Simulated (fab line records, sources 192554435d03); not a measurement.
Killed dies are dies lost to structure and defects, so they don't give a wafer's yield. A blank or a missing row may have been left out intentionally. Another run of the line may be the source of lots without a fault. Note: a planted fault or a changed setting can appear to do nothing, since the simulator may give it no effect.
A single fault, viewed from 2 desks + flow n5 finfet + each desk has only its own numbers; what lay behind them comes last

## AT THE TOOL OWNER'S DESK: rie diel-02
The tool's own readings at N5_FIN_CUT_CUT_ETCH_27 (etches SiO2 in CHF3/O2, target depth 4 nm, overetch 2 nm, time 4.9 s): means of the sampled wafers that have a number, for each lot that ran on this tool. Any lot whose mean is over 4 standard deviations away from the usual mean is out of limits and marked OUT; that distance is given in the brackets.
Columns: A = CHF3_flow_sccm at N5_FIN_CUT_CUT_ETCH_27, usual 50.00 sccm; B = O2_flow_sccm at N5_FIN_CUT_CUT_ETCH_27, usual 5.000 sccm; C = drypump motor current A at N5_FIN_CUT_CUT_ETCH_27, usual 5.5 A; D = oes product au at N5_FIN_CUT_CUT_ETCH_27, usual 0.60 a.u.; E = rf vpp V at N5_FIN_CUT_CUT_ETCH_27, usual 520 V; F = showerhead plenum p Torr at N5_FIN_CUT_CUT_ETCH_27, usual 2.44 Torr; G = throttle valve pct at N5_FIN_CUT_CUT_ETCH_27, usual 18.83 %
| lot  | first seen here | A     | B     | C   | D    | E   | F    | G     |
|------|-----------------|-------|-------|-----|------|-----|------|-------|
| L614 | day 3 04:35     | 49.94 | 4.984 | 6.0 | 0.57 | 514 | 2.46 | 18.67 |
| L615 | day 3 10:54     | 50.14 | 4.988 | 5.7 | 0.65 | 513 | 2.46 | 18.80 |
| L619 | day 4 10:19     | 50.11 | 5.006 | 5.5 | 0.62 | 519 | 2.42 | 18.74 |
Finding of this desk: none of the 3 lots has anything out of limits.

## FROM THE METROLOGY DESK
What the gauges read for every lot (on any tool): the sampled wafers with a number, averaged. Any lot whose mean is over 4 standard deviations away from the usual mean is out of limits and marked OUT; that distance is given in the brackets. 7 of its 11 readings are shown, namely those furthest out on some lot.
Columns: A = cd nm at N5_FIN_SAQP_CD_MEAS_31, usual 8.07 nm; B = DIBL_N at N5_BEOL_M4_RC_MEAS_101, usual 35.8 mV/V; C = DIBL_P at N5_BEOL_M4_RC_MEAS_101, usual 35.6 mV/V; D = ION_N at N5_BEOL_M4_RC_MEAS_101, usual 672 uA/um; E = ION_P at N5_BEOL_M4_RC_MEAS_101, usual 462 uA/um; F = VT_N at N5_BEOL_M4_RC_MEAS_101, usual 251 mV; G = VT_P at N5_BEOL_M4_RC_MEAS_101, usual -251 mV
| lot  | first seen here | A    | B    | C    | D   | E   | F   | G    |
|------|-----------------|------|------|------|-----|-----|-----|------|
| L613 | day 2 19:58     | 8.15 | 37.2 | 35.1 | 671 | 467 | 251 | -248 |
| L614 | day 3 01:59     | 8.17 | 36.1 | 37.9 | 677 | 463 | 251 | -255 |
| L615 | day 3 08:47     | 8.08 | 37.4 | 36.6 | 684 | 463 | 248 | -252 |
| L619 | day 4 08:35     | 8.08 | 35.2 | 34.9 | 671 | 464 | 252 | -248 |
| L620 | day 4 14:32     | 7.99 | 35.5 | 34.7 | 664 | 453 | 254 | -254 |
| L622 | day 5 04:10     | 8.16 | 35.0 | 35.6 | 680 | 463 | 250 | -250 |
| L626 | day 6 02:14     | 7.86 | -    | -    | -   | -   | -   | -    |
| L627 | day 6 08:10     | 8.08 | -    | -    | -   | -   | -   | -    |
| L628 | day 6 14:23     | 8.13 | 36.6 | 36.8 | 675 | 461 | 250 | -252 |
| L633 | day 7 19:50     | 8.17 | 35.0 | 35.0 | 684 | 470 | 247 | -248 |
Finding of this desk: none of the 10 lots has anything out of limits.

## ALL TOGETHER
The desk of the tool owner found nothing out of limits.
At the metrology desk, nothing out of limits was observed.

## WHAT THE SIMULATOR PUT IN
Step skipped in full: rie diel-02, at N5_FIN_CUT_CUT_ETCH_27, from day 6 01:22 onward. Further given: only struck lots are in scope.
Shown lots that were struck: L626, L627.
